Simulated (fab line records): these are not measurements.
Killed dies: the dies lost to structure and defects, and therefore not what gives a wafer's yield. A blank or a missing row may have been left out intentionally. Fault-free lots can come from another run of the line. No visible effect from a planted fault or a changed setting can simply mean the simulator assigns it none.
Which tool was responsible? ; flow nandHarc ; 36 wafers from 12 lots sampled at 5 of the route's 1302 steps

## WHAT THE GAUGES SHOWED, per wafer
NHARC_A_SGD_CUT_OVL_MEAS_10.
lot;measured;on;overlayXNm (nm);overlayYNm (nm)
L912;day 19 20:32;overlay-02;1.0 1.1 1.2;-0.3 -0.2 -0.1
L910;day 19 20:23;overlay-01;-1.6 -2.1 -1.8;-0.6 -0.2 -0.8
L911;day 19 23:04;overlay-02;0.3 -0.2 0.3;0.5 0.4 0.0
L913;day 20 18:43;overlay-01;0.6 0.8 0.9;-0.5 -0.2 -0.3
L916;day 21 11:56;overlay-02;-1.0 -1.3 -1.1;1.2 0.4 0.9
L918;day 22 06:10;overlay-02;1.0 0.7 0.8;-0.4 -0.5 0.1
L920;day 23 14:11;overlay-01;0.0 0.1 -0.3;1.8 1.3 0.9
L925;day 25 17:29;overlay-01;0.0 0.9 0.9;-0.3 0.5 0.5
L928;day 26 22:25;overlay-01;-0.1 0.1 -0.3;0.0 -0.3 -0.6
L929;day 27 09:06;overlay-02;0.1 -0.3 -0.1;-0.1 -0.4 -0.5
L930;day 27 19:40;overlay-01;-1.1 -0.7 -0.8;-1.1 -0.4 -0.5
L931;day 28 22:35;overlay-01;0.5 0.3 1.3;0.9 0.7 0.7

NHARC_END_SORT_01.
lot;measured;on;killedAtArray;killedAtOther;killedAtPeriphery;killedDies;killedOpen;killedShort
L918;day 27 12:02;prober-02;70 101 118;3 2 2;5 3 3;78 106 123;0 4 4;5 3 6
L920;day 28 13:14;prober-01;83 57 81;2 0 0;3 0 5;88 57 86;3 1 4;6 2 2

## WHAT TOOL EACH LOT RAN ON (gives the tool, then ch and the chambers of the sampled wafers, and finally the start)
lot;NHARC_A_STAIRCASE_ETCH_444;NHARC_A_STAIRCASE_DEP_471;NHARC_A_SGD_CUT_ETCH_59
L912;rieDiel-07 ch 0,2, day 19 12:24;pecvd-04 ch 1,2, day 19 18:59;rieDiel-11 ch 1,2, day 19 20:49
L910;rieDiel-08 ch 1,2, day 19 12:24;pecvd-03 ch 0,1,2, day 19 18:57;rieDiel-05 ch 0,1,2, day 19 20:43
L911;rieDiel-08 ch 0,1,3, day 19 16:08;pecvd-03 ch 0,1,2, day 19 21:41;rieDiel-05 ch 2,3, day 19 23:20
L913;rieDiel-04 ch 0,1,2, day 20 10:49;pecvd-04 ch 1,2, day 20 17:13;rieDiel-11 ch 0,1, day 20 19:01
L916;rieDiel-04 ch 1,2,3, day 21 03:54;pecvd-03 ch 0,1,2, day 21 10:26;rieDiel-11 ch 0,2,3, day 21 12:14
L918;rieDiel-04 ch 1,2, day 21 22:36;pecvd-04 ch 0,1,2, day 22 04:41;rieDiel-11 ch 0,3, day 22 06:26
L920;rieDiel-08 ch 2,3, day 23 06:04;pecvd-03 ch 0,1,2, day 23 12:44;rieDiel-11 ch 1,2, day 23 14:29
L925;rieDiel-08 ch 1,3, day 25 09:50;pecvd-03 ch 0,2, day 25 16:00;rieDiel-10 ch 2,3, day 25 17:46
L928;rieDiel-07 ch 0,2, day 26 14:31;pecvd-02 ch 1,2, day 26 20:56;rieDiel-05 ch 0,1,3, day 26 22:44
L929;rieDiel-07 ch 1,2,3, day 27 01:43;pecvd-02 ch 0,2, day 27 07:38;rieDiel-10 ch 2,3, day 27 09:23
L930;rieDiel-07 ch 1,2,3, day 27 11:40;pecvd-02 ch 1,2, day 27 17:41;rieDiel-05 ch 0,2, day 27 19:58
L931;rieDiel-04 ch 1,2,3, day 28 13:00;pecvd-02 ch 1,2, day 28 21:13;rieDiel-10 ch 0,1,2, day 28 22:55
- NHARC_A_STAIRCASE_ETCH_444: etches the open film in C4F8/O2, target depth 20400 nm, time 6800 s.
- NHARC_A_STAIRCASE_DEP_471: deposits SiO2, target thk 100 nm.
- NHARC_A_SGD_CUT_ETCH_59: etches the open film in N2/H2, target depth 260 nm, time 406.25 s.

## AS READ BY THE TOOLS THEMSELVES (means over the sampled wafers that have a number; for cases with no such wafer, the mark the record gives instead)
NHARC_A_STAIRCASE_ETCH_444.
lot;tool;oesProductAu (a.u.);rfVppV (V);runLengthS (s)
L912;rieDiel-07;0.911;808;6821.7
L910;rieDiel-08;0.951;810;6821.2
L911;rieDiel-08;0.961;812;6821.4
L913;rieDiel-04;0.926;806;6821.1
L916;rieDiel-04;0.932;803;6820.9
L918;rieDiel-04;0.937;803;6820.6
L920;rieDiel-08;0.924;810;6821.1
L925;rieDiel-08;0.968;813;6821.4
L928;rieDiel-07;0.927;803;6821.9
L929;rieDiel-07;0.920;809;6821.5
L930;rieDiel-07;0.915;807;6821.5
L931;rieDiel-04;0.977;803;6820.9

NHARC_A_STAIRCASE_DEP_471.
lot;tool;heaterPowerW (W);throttleValvePct (%)
L912;pecvd-04;550;15.4
L910;pecvd-03;585;15.6
L911;pecvd-03;520;15.5
L913;pecvd-04;543;15.3
L916;pecvd-03;548;15.5
L918;pecvd-04;584;15.4
L920;pecvd-03;575;15.7
L925;pecvd-03;472;15.6
L928;pecvd-02;448;15.6
L929;pecvd-02;493;15.8
L930;pecvd-02;464;15.5
L931;pecvd-02;488;15.6

NHARC_A_SGD_CUT_ETCH_59.
lot;tool;drypumpMotorCurrentA (A);oesProductAu (a.u.);rfVppV (V);runLengthS (s);showerheadPlenumPTorr (Torr);throttleValvePct (%)
L912;rieDiel-11;5.47;1.000;433.7;427.8;2.13;14.167
L910;rieDiel-05;5.78;1.003;428.5;427.6;1.97;14.161
L911;rieDiel-05;5.60;1.012;428.4;428.2;1.96;14.167
L913;rieDiel-11;5.66;0.995;431.3;427.7;2.08;14.162
L916;rieDiel-11;5.55;1.012;432.8;427.5;2.11;14.167
L918;rieDiel-11;5.66;1.001;431.3;350.1;2.08;14.161
L920;rieDiel-11;5.47;1.007;433.1;350.6;2.13;14.171
L925;rieDiel-10;5.53;1.011;428.8;428.0;2.01;14.166
L928;rieDiel-05;5.63;1.013;428.2;427.8;1.98;14.162
L929;rieDiel-10;5.56;1.014;429.2;427.9;2.01;14.169
L930;rieDiel-05;5.64;1.008;428.3;427.5;1.96;14.161
L931;rieDiel-10;5.41;1.017;430.4;427.3;2.05;14.161

## THE ANSWER, worked out from the rows above alone
Rule: the lots themselves supply what counts as usual. The widest of any qualifying gaps counts: lots, ordered by their means at a reading, are off when they make up no more than a third of the lots, leave a main group of 4 or more, and stand apart from it by 3 or more times the standard deviation of that group's means. A main group whose means are all the same, to the digits that the tables above print for the reading, isn't used. Also off: a lot with no number at a reading for which 4 or more lots have one. Any other lot the step has rows for is counted as sound. First the gauges in route order, then the tools' own readings, where a lot's mean is used as printed above. At the first step where some lot is off, the reading lying furthest off is the one used; lots without a number count as furthest.
Off: L918, L920 (NHARC_A_SGD_CUT_ETCH_59, runLengthS). For the main group the mean is 427.7 s and the standard deviation 0.25.
A tool fits if, at that step or a process step before it, it ran every lot that is off, and no sound lot after the first of them. One candidate fits, namely rieDiel-11 at NHARC_A_SGD_CUT_ETCH_59. Its last sound lot is L916 (day 21 12:14), its first lot that is off L918 (day 22 06:26): a fault that began between those two fits.
On the lots that are off, the tool's own readings at NHARC_A_SGD_CUT_ETCH_59 differ by more than 5 times the standard deviation of the sound lots' means, which bears it out; runLengthS reads 350.4 s there versus 427.7 s on the sound lots.

## WHAT WAS PUT IN BY THE SIMULATOR
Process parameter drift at NHARC_A_SGD_CUT_ETCH_59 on rieDiel-11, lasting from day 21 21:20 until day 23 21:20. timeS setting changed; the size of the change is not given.
Struck lots among those shown: L918, L920. The rule above reached the same finding.
